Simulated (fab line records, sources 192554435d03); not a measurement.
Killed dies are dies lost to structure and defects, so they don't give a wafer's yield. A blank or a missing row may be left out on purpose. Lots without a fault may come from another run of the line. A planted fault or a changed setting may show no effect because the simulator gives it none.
A struck lot beside a sound one | flow n5_finfet | 16 steps out of a route of 1938
Sound: wafers L107.1, L107.3, L107.5. Struck: wafer L114.1. (L114.5 of the same lot was not struck and is left out.) The cause comes at the end.
At each step with rows: each side's tool, then ch and its chambers, then its first start. Under that, the readings that differ: sound wafers | struck wafers | difference of the means | sigmas: that difference in standard deviations of wafers without a fault.
alike: readings whose means differ by less than 2 such deviations, and words and numbers that are the same on both sides. not compared: withheld readings, readings that some wafer has no value for, bounds like >300 that may hide the same value, and numbers for which the record gives no deviation and whose values overlap.
The two part at a step that has a row with sigmas, a row that says differs or no value, or rows on one side only. Numbers that don't overlap but have no deviation are shown without sigmas and don't part them. A reading that every wafer of one side lacks parts them only if that side has two wafers or more.

N5_BEOL_M4_DESCUM_33: chemistry O2, time 7 s.
  sound on rie_diel-04 ch 0,1,2, day 10 16:14; struck on rie_diel-01 ch 2, day 12 01:26
  reading               | sound          | struck | difference | sigmas
  oes_product_au (a.u.) | 0.93 0.90 0.99 | 0.72   | -0.22      | -3
  alike: drypump_motor_current_A, o2_flow_sccm, rf_vpp_V, showerhead_plenum_p_Torr, throttle_valve_pct
  not compared: rf_hours_counter_h
N5_BEOL_M4_ETCH_77: etches underlayer in N2/H2, target depth 6.5 nm, time 5.2 s.
  sound on rie_diel-04 ch 0,1,2, day 10 16:16; struck on rie_diel-01 ch 2, day 12 01:28
  reading                | sound             | struck | difference | sigmas
  etch_rf_on_time_s (s)  | 4.96 5.06 5.06    | 5.58   | +0.55      | +3
  oes_product_au (a.u.)  | 0.80 0.77 0.84    | 0.60   | -0.20      | -3
  throttle_valve_pct (%) | 17.71 17.74 17.76 | 18.41  | +0.67      | +3
  alike: bias_w, drypump_motor_current_A, rf_vpp_V, showerhead_plenum_p_Torr
  not compared: rf_hours_counter_h
then, 2 steps without rows for these wafers: N5_BEOL_M4_ETCH_69 (etches SiARC in CF4, target depth 15.6 nm, time 26 s); N5_BEOL_M4_ALD_98 (deposits SiO2, target thk 2.5 nm, pulse time 1 s, co reactant pulse time 1 s).
N5_BEOL_M4_ETCHBACK_99: etches SiO2 in CHF3, target depth 5 nm, time 10.4 s.
  sound on rie_diel-03 ch 0,2, day 11 20:52; struck on rie_diel-01 ch 2, day 13 20:49
  alike: bias_w, drypump_motor_current_A, oes_product_au, rf_vpp_V, showerhead_plenum_p_Torr, throttle_valve_pct
  not compared: rf_hours_counter_h
then, 6 steps without rows for these wafers: N5_BEOL_M4_ETCH_70 (etches SOC in N2/H2, target depth 80 nm, overetch 24 nm, time 130 s); N5_BEOL_M4_STRIP_71 (strips in N2/H2); N5_BEOL_M4_STRIP_78 (strips in N2/H2); N5_BEOL_M4_VIA_ETCH_34 (etches the open film in C4F6/O2, target depth 69.4 nm, time 65.9 s); N5_BEOL_M4_STRIP_83 (strips in C4F6/O2); N5_BEOL_M4_STRIP_36 (strips in N2/H2).
N5_BEOL_M4_TRENCH_ETCH_37: etches SiOC in C4F6/O2, target depth 55.555 nm, time 29.2 s.
  sound on rie_diel-03 ch 0,2; struck on rie_diel-01 ch 2
  alike: C4F6_flow_sccm, bias_w, drypump_motor_current_A, oes_product_au, rf_vpp_V, showerhead_plenum_p_Torr, throttle_valve_pct
  not compared: rf_hours_counter_h
N5_BEOL_M4_ETCH_41: etches SiCN in CH3F/O2, target depth 29.9 nm, time 52.5 s.
  sound on rie_diel-03 ch 0,2, day 11 21:08; struck on rie_diel-01 ch 2, day 13 21:05
  reading                  | sound             | struck | difference | sigmas
  oes_product_au (a.u.)    | 0.72 0.69 0.69    | 1.00   | +0.30      | +4
  model.etch.depth_nm (nm) | 19.14 20.09 20.04 | 32.1   | +12.3      |
  alike: bias_w, drypump_motor_current_A, rf_vpp_V, showerhead_plenum_p_Torr, throttle_valve_pct
  not compared: rf_hours_counter_h
N5_BEOL_M4_STRIP_97: strips in N2/H2, time 10 s.
  sound on rie_diel-03 ch 0,2; struck on rie_diel-01 ch 2
  reading                | sound          | struck | difference | sigmas
  throttle_valve_pct (%) | 23.6 23.5 23.5 | 24.3   | +0.8       | +2
  alike: drypump_motor_current_A, oes_product_au, rf_vpp_V, showerhead_plenum_p_Torr
  not compared: rf_hours_counter_h
N5_BEOL_M4_RC_MEAS_101:
  sound on prober-01 ch 0, day 12 02:20; struck on prober-01 ch 0, day 14 01:27
  alike: DIBL_N, DIBL_P, IOFF_N, IOFF_P, ION_N, ION_P, SS_N, SS_P, VT_N, VT_P
-- the record jumps here: 5 days lie between the struck wafers' starts before and after (it left off in module BEOL_M4 and takes up again in module PASSIVATION, whose first step shown is number 1936 of the route) --
N5_PASSIVATION_PROBE_49:
  sound on prober-02, day 16 10:54; struck on prober-02, day 19 02:55
  reading                 | sound       | struck | difference | sigmas
  sort_bin_5_function (%) | 4.2 3.3 4.6 | 6.3    | +2.3       | +2
  alike: defect_limited_yield, killed_at_M0_to_M3, killed_at_M4_up, killed_at_contacts, killed_at_front_end, killed_at_other, killed_dies, killed_open, killed_short, sort_bin_4_leakage, sort_bin_6_memory, sort_bin_8_speed, sort_n_pass, sort_yield_pct

WHERE THEY PART
First at N5_BEOL_M4_DESCUM_33; last, within this record, at N5_PASSIVATION_PROBE_49.

WHY: what the simulator had put in
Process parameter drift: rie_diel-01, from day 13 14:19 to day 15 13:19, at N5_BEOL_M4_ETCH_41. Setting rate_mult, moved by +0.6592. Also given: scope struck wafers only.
